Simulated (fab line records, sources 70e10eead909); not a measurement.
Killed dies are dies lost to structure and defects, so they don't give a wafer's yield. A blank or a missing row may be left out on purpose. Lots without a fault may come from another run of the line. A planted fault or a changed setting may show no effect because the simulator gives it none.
Which tool did it? | flow nand_harc | 11 lots, 33 wafers sampled, at 4 steps of a route of 1302

WHAT THE GAUGES READ, wafer by wafer
NHARC_P_GATE_CD_MEAS_11: target cd 1640 nm.
lot  | measured     | on        | cd_nm (nm)
L512 | day 3 16:20  | cd_sem-01 | 1640.4 1641.5 1640.7
L513 | day 3 20:29  | cd_sem-01 | 1640.6 1638.0 1639.5
L514 | day 4 04:38  | cd_sem-03 | 1640.2 1637.7 1639.0
L515 | day 4 23:35  | cd_sem-03 | 1637.0 1638.8 1636.1
L517 | day 5 08:14  | cd_sem-01 | 1639.2 1638.7 1637.4
L518 | day 5 23:49  | cd_sem-03 | 1638.5 1642.1 1639.1
L519 | day 6 14:35  | cd_sem-03 | 1639.5 1638.3 1640.5
L522 | day 7 14:22  | cd_sem-01 | 1638.7 1637.0 1640.0
L525 | day 8 20:58  | cd_sem-01 | 1640.9 1641.4 1638.5
L534 | day 12 15:43 | cd_sem-01 | 1639.5 1638.2 1639.4
L535 | day 12 22:16 | cd_sem-02 | 1639.8 1638.8 1638.8

NHARC_P_GATE_CD_MEAS_26: target cd 120 nm.
lot  | measured     | on        | cd_nm (nm)
L512 | day 4 06:13  | cd_sem-03 | 119.6 118.8 118.7
L513 | day 4 10:23  | cd_sem-01 | 120.8 121.5 121.3
L514 | day 4 19:49  | cd_sem-02 | 120.2 120.4 119.6
L515 | day 5 16:21  | cd_sem-03 | 118.4 119.7 119.3
L517 | day 5 23:04  | cd_sem-01 | 120.6 119.1 119.0
L518 | day 6 13:50  | cd_sem-01 | 119.0 119.4 120.1
L519 | day 7 05:32  | cd_sem-02 | 120.8 121.3 120.7
L522 | day 8 08:56  | cd_sem-02 | 120.3 119.2 119.3
L525 | day 9 10:48  | cd_sem-01 | 117.0 115.9 116.7
L534 | day 13 05:26 | cd_sem-03 | 119.1 119.4 119.1
L535 | day 13 12:25 | cd_sem-03 | 120.5 118.7 119.4

WHICH TOOL RAN EACH LOT (tool, then ch and the chambers of the sampled wafers, then the start)
lot  | NHARC_P_STI_ETCH_31                           | NHARC_P_GATE_EXPOSE_23
L512 | rie_diel-09 ch 1,2,3, day 3 16:20 or earlier  | arfi_scanner-02 ch 0, day 4 06:04
L513 | rie_diel-09 ch 1,2, day 3 20:29 or earlier    | arfi_scanner-01 ch 0, day 4 10:14
L514 | rie_diel-09 ch 0,1, day 4 04:38 or earlier    | arfi_scanner-02 ch 0, day 4 19:40
L515 | rie_diel-04 ch 0,3, day 4 23:35 or earlier    | arfi_scanner-02 ch 0, day 5 16:13
L517 | rie_diel-04 ch 1,2,3, day 5 08:14 or earlier  | arfi_scanner-03 ch 0, day 5 22:56
L518 | rie_diel-09 ch 1,2,3, day 5 23:49 or earlier  | arfi_scanner-02 ch 0, day 6 13:41
L519 | rie_diel-04 ch 0,1,3, day 6 14:35 or earlier  | arfi_scanner-01 ch 0, day 7 05:24
L522 | rie_diel-04 ch 0,1,3, day 7 14:22 or earlier  | arfi_scanner-01 ch 0, day 8 08:47
L525 | rie_diel-04 ch 0,2,3, day 8 20:58 or earlier  | arfi_scanner-02 ch 0, day 9 10:40
L534 | rie_diel-09 ch 0,1,3, day 12 15:43 or earlier | arfi_scanner-03 ch 0, day 13 05:18
L535 | rie_diel-09 ch 0,1,2, day 12 22:16 or earlier | arfi_scanner-02 ch 0, day 13 12:16
- NHARC_P_STI_ETCH_31: etches the open film in CF4/CHF3, target depth 108.9 nm, time 54.5 s.
- NHARC_P_GATE_EXPOSE_23: exposes mask P GATE, target cd 120 nm.

WHAT THE TOOLS THEMSELVES READ (means of the sampled wafers that have a number; where no wafer has one, the mark that the record gives instead)
NHARC_P_STI_ETCH_31.
lot  | tool        | bias_w (W) | drypump_motor_current_A (A) | mfc_ar_sccm (sccm) | oes_product_au (a.u.) | rf_vpp_V (V) | showerhead_plenum_p_Torr (Torr) | throttle_valve_pct (%)
L512 | rie_diel-09 | 199.8      | 6.3                         | 0.006              | 0.924                 | 372.2        | 1.63                            | 16.792
L513 | rie_diel-09 | 199.7      | 5.9                         | 0.000              | 0.948                 | 373.4        | 1.67                            | 16.805
L514 | rie_diel-09 | 200.7      | 6.1                         | 0.007              | 0.971                 | 372.6        | 1.62                            | 16.807
L515 | rie_diel-04 | 199.6      | 4.9                         | 0.000              | 0.978                 | 369.1        | 1.54                            | 16.795
L517 | rie_diel-04 | 199.6      | 5.5                         | 0.009              | 0.969                 | 367.7        | 1.52                            | 16.803
L518 | rie_diel-09 | 200.4      | 6.2                         | 0.006              | 0.961                 | 372.2        | 1.63                            | 16.797
L519 | rie_diel-04 | 199.7      | 5.3                         | 0.003              | 0.962                 | 369.3        | 1.55                            | 16.799
L522 | rie_diel-04 | 201.0      | 5.3                         | 0.003              | 0.973                 | 369.1        | 1.55                            | 16.807
L525 | rie_diel-04 | 200.1      | 5.2                         | 0.006              | 0.966                 | 369.8        | 1.54                            | 16.803
L534 | rie_diel-09 | 200.2      | 6.3                         | 0.009              | 0.967                 | 370.9        | 1.60                            | 16.803
L535 | rie_diel-09 | 199.4      | 6.0                         | 0.004              | 0.958                 | 372.8        | 1.64                            | 16.803

NHARC_P_GATE_EXPOSE_23.
lot  | tool            | exposure_dose_mJ_cm2
L512 | arfi_scanner-02 | 93.89
L513 | arfi_scanner-01 | 93.98
L514 | arfi_scanner-02 | 93.82
L515 | arfi_scanner-02 | 93.78
L517 | arfi_scanner-03 | 93.94
L518 | arfi_scanner-02 | 93.92
L519 | arfi_scanner-01 | 93.89
L522 | arfi_scanner-01 | 94.01
L525 | arfi_scanner-02 | 93.90
L534 | arfi_scanner-03 | 93.96
L535 | arfi_scanner-02 | 93.78

THE ANSWER, worked out from the rows above alone
Rule: what is usual is taken from the lots themselves. Put in order of their means at a reading, lots are off if they are a third of the lots or fewer, leave a main group of 4 or more, and stand apart from it by a gap of 3 or more times the standard deviation of the main group's means; of several such gaps the widest counts. A main group whose means are all the same, to the digits that the tables above print for the reading, isn't used. A lot without any number at a reading at which 4 lots or more have one is off too. The other lots that the step has rows for count as sound. The gauges are gone through in route order, then the tools' own readings, and for those a lot's mean is taken as printed above. The first step at which some lot is off is used, and at that step the reading that is off furthest; a lot without a number counts as furthest.
Off: L525, at NHARC_P_GATE_CD_MEAS_26 (cd_nm). The main group: mean 119.8 nm, standard deviation 0.7.
A tool fits if, at a process step before that reading, it ran every lot that is off, and no sound lot after the first of them. The gauges at NHARC_P_GATE_CD_MEAS_26 are tried like those tools. NHARC_P_STI_ETCH_31 gives no start for some lots, so the hours and the order of its lots are those of NHARC_P_GATE_CD_MEAS_11. Can't be told from this: 2 tools fit, rie_diel-04 at NHARC_P_STI_ETCH_31, cd_sem-01 at NHARC_P_GATE_CD_MEAS_26.

WHAT THE SIMULATOR HAD PUT IN
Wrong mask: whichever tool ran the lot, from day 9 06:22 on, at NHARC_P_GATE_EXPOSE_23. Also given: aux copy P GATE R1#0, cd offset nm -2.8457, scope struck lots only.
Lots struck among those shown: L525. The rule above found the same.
